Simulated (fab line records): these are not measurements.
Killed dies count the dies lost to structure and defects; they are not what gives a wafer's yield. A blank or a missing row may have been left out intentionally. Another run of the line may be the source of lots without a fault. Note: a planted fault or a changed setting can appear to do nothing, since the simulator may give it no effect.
Which tool did it? ; flow n5-finfet ; 72 wafers sampled from 24 lots at 1 step of a route of 1938

## WHAT THE GAUGES READ, wafer by wafer
N5_BEOL_M1_CD_MEAS_35: target cd 18 nm, target cd y 21 nm. Usual: cd-nm at 18.2 nm, with a standard deviation of 0.4.
lot;measured;on;cd-nm (nm);flag
L074;day 6 07:15;cd-sem-02;17.5 18.8 18.4;
L075;day 6 10:08;cd-sem-01;18.6 18.6 18.1;
L076;day 6 10:29;cd-sem-01;18.0 18.0 18.1;
L077;day 6 23:34;cd-sem-02;17.7 18.4 18.0;
L078;day 7 06:29;cd-sem-03;17.2 17.1 17.8;
L079;day 7 10:34;cd-sem-01;17.9 18.9 18.7;
L080;day 7 21:29;cd-sem-03;18.8 18.7 18.2;
L081;day 8 09:59;cd-sem-03;17.6 18.6 18.0;
L082;day 8 10:29;cd-sem-01;18.6 19.0 18.9;
L083;day 8 12:37;cd-sem-01;18.2 17.7 17.9;
L084;day 8 14:32;cd-sem-03;19.1 18.8 18.5;
L085;day 9 05:42;cd-sem-03;17.9 18.7 18.6;
L086;day 9 08:24;cd-sem-02;18.4 18.3 18.6;
L087;day 9 11:27;cd-sem-02;17.8 18.6 18.1;
L088;day 9 15:55;cd-sem-02;17.7 18.0 17.7;
L089;day 9 23:09;cd-sem-01;18.3 18.2 18.6;
L090;day 10 06:29;cd-sem-01;18.3 18.2 18.2;
L091;day 10 09:38;cd-sem-02;17.9 17.9 18.5;
L092;day 10 18:14;cd-sem-02;18.6 18.0 17.8;
L094;day 11 07:20;cd-sem-02;17.9 18.6 18.1;
L093;day 11 10:15;cd-sem-03;18.2 17.9 18.1;
L095;day 11 19:42;cd-sem-03;18.4 17.9 17.6;
L096;day 11 20:04;cd-sem-01;17.6 18.5 18.0;
L097;day 12 02:56;cd-sem-02;18.1 17.8 18.0;

## TOOL THAT RAN EACH LOT (tool first, then ch and the chambers of the sampled wafers, then the start)
There is no process step in the record ahead of these readings.

## AS READ BY THE TOOLS THEMSELVES (means over the sampled wafers that have a number; for cases with no such wafer, the mark the record gives instead)
The record holds no such reading with a usual standard deviation.

## THE ANSWER, worked out from the rows above alone
Rule: a lot counts as off when the mean over its wafers that have a number is more than 3 standard deviations away from the usual mean. Also off: a lot with no number at a reading for which 4 or more lots have one. Where the step has rows for the other lots, those lots are counted as sound. After the gauges, taken in route order, come the tools' own readings; for these a lot's mean is taken, as printed above. The first step at which some lot is off is used, and at that step the reading that is off furthest; a lot without a number counts as furthest.
Across all readings shown, no lot is off: no conclusion can be drawn from this.

## WHAT THE SIMULATOR HAD PUT IN
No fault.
